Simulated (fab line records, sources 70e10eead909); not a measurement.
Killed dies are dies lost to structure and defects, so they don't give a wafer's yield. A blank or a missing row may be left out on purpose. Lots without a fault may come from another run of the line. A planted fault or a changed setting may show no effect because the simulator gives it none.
Chamber matching | flow nand_harc | NHARC_A_STAIRCASE_DESCUM_168 on rie_diel-11: 4 sister chambers
The step chemistry O2, time 3 s. 24 wafers are shown with their chamber, then 12 later ones without.

WAFERS WITH THEIR CHAMBER
wafer  | chamber | drypump_motor_current_A (A) | showerhead_plenum_p_Torr (Torr) | rf_vpp_V (V)
L074.1 | 2       | 5.7                         | 1.79                            | 56.5
L074.5 | 3       | 6.5                         | 2.07                            | 59.6
L074.6 | 0       | 5.8                         | 1.93                            | 58.1
L077.1 | 3       | 6.5                         | 2.06                            | 57.1
L077.4 | 1       | 5.5                         | 1.89                            | 58.7
L077.6 | 1       | 5.5                         | 1.89                            | 58.1
L078.1 | 1       | 5.5                         | 1.89                            | 56.4
L078.4 | 3       | 6.4                         | 2.06                            | 58.3
L078.5 | 0       | 5.8                         | 1.93                            | 57.4
L082.4 | 3       | 6.5                         | 2.06                            | 58.2
L082.5 | 3       | 6.4                         | 2.06                            | 58.1
L082.6 | 0       | 5.8                         | 1.92                            | 57.3
L083.1 | 1       | 5.5                         | 1.89                            | 58.9
L083.2 | 2       | 5.7                         | 1.78                            | 56.7
L083.3 | 3       | 6.5                         | 2.06                            | 58.2
L083.4 | 0       | 5.8                         | 1.92                            | 58.4
L083.5 | 2       | 5.7                         | 1.78                            | 57.9
L083.6 | 3       | 6.5                         | 2.06                            | 59.1
L084.2 | 2       | 5.7                         | 1.78                            | 57.3
L084.3 | 3       | 6.5                         | 2.06                            | 59.4
L084.6 | 3       | 6.5                         | 2.06                            | 58.2
L086.3 | 3       | 6.5                         | 2.05                            | 58.2
L086.5 | 1       | 5.5                         | 1.89                            | 59.4
L086.6 | 2       | 5.7                         | 1.77                            | 57.4

SIGNATURES (means of the wafers above)
reading                  | chamber 0 | chamber 1 | chamber 2 | chamber 3 | scatter within a chamber
drypump_motor_current_A  | 5.800     | 5.500     | 5.700     | 6.480     | 0.0283
showerhead_plenum_p_Torr | 1.9250    | 1.8900    | 1.7800    | 2.0600    | 0.005
rf_vpp_V                 | 57.800    | 58.300    | 57.160    | 58.440    | 0.787
Rule: a wafer's distance from a chamber is the root of the sum, over the readings, of the square of ((its reading less the chamber's mean) divided by the reading's scatter). The wafer belongs to the nearest chamber; if the next one is less than 2 further off, it can't be placed. The scatter: the root of (the sum of the squares of (reading less its chamber's mean) over the shown wafers, divided by (wafers less chambers)).

WAFERS WITHOUT THEIR CHAMBER
wafer  | drypump_motor_current_A (A) | showerhead_plenum_p_Torr (Torr) | rf_vpp_V (V)
L087.3 | 5.8                         | 1.92                            | 58.5
L087.4 | 5.7                         | 1.77                            | 57.3
L087.5 | 6.5                         | 2.05                            | 57.9
L090.3 | 5.5                         | 1.88                            | 56.6
L090.5 | 6.5                         | 2.05                            | 58.9
L090.6 | 5.8                         | 1.91                            | 58.4
L094.4 | 5.7                         | 1.77                            | 58.0
L094.5 | 6.5                         | 2.04                            | 58.1
L094.6 | 5.8                         | 1.91                            | 57.6
L095.1 | 5.8                         | 1.91                            | 58.4
L095.2 | 6.5                         | 2.05                            | 58.6
L095.4 | 5.7                         | 1.77                            | 56.6

WHICH CHAMBER EACH WENT THROUGH
wafer  | from the rows above | in truth
L087.3 | 0                   | 0
L087.4 | 2                   | 2
L087.5 | 3                   | 3
L090.3 | 1                   | 1
L090.5 | 3                   | 3
L090.6 | 0                   | 0
L094.4 | 2                   | 2
L094.5 | 3                   | 3
L094.6 | 0                   | 0
L095.1 | 0                   | 0
L095.2 | 3                   | 3
L095.4 | 2                   | 2
Placed correctly: 12 of 12. Can't be placed from these rows: 0. Placed wrongly: 0.
